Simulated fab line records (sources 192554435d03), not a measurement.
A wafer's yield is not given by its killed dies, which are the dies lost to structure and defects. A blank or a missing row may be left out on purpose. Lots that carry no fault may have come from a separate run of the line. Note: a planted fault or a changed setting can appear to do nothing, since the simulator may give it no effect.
Matching of chambers ; flow n5 finfet ; N5_BEOL_M2_DEP_57 on pecvd-01: 3 sister chambers
The step deposits SiCN from 3MS/NH3, target thk 8 nm, time 14 s. 6 wafers are shown with their chamber, then 7 later ones without.

## WAFERS WITH THEIR CHAMBER
wafer;chamber;throttle valve pct (%);showerhead plenum p Torr (Torr)
L079.3;1;9.8;3.640
L081.2;0;8.7;3.660
L081.5;1;9.7;3.640
L081.6;2;9.3;3.648
L082.1;0;8.8;3.658
L082.2;2;9.4;3.650

## WAFERS WITHOUT THEIR CHAMBER
wafer;throttle valve pct (%);showerhead plenum p Torr (Torr)
L082.6;9.7;3.636
L090.1;9.8;3.636
L090.2;8.6;3.657
L090.3;8.5;3.648
L097.2;9.7;3.640
L097.3;8.6;3.646
L097.5;8.7;3.646

## THE CHAMBER EACH PASSED THROUGH
wafer;from the rows above;in truth
L082.6;1;1
L090.1;1;1
L090.2;0;0
L090.3;can't be placed: 0 or 2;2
L097.2;1;1
L097.3;can't be placed: 2 or 0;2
L097.5;can't be placed: 2 or 0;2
Placed correctly: 4 of 7. These rows do not allow placing 3 (true chamber among the candidates in 3). 0 placed wrongly.
How it was worked out, from the rows above alone: a wafer's distance from a chamber is the root of the sum, over the readings, of the square of ((its reading less the chamber's mean) divided by the reading's scatter). If the next closest chamber is less than 2 further off than the closest, the wafer can't be placed; otherwise it belongs to the closest. A chamber's mean is the mean of its shown wafers. The scatter: the root of (the sum of the squares of (reading less its chamber's mean) over the shown wafers, divided by (wafers less chambers)).
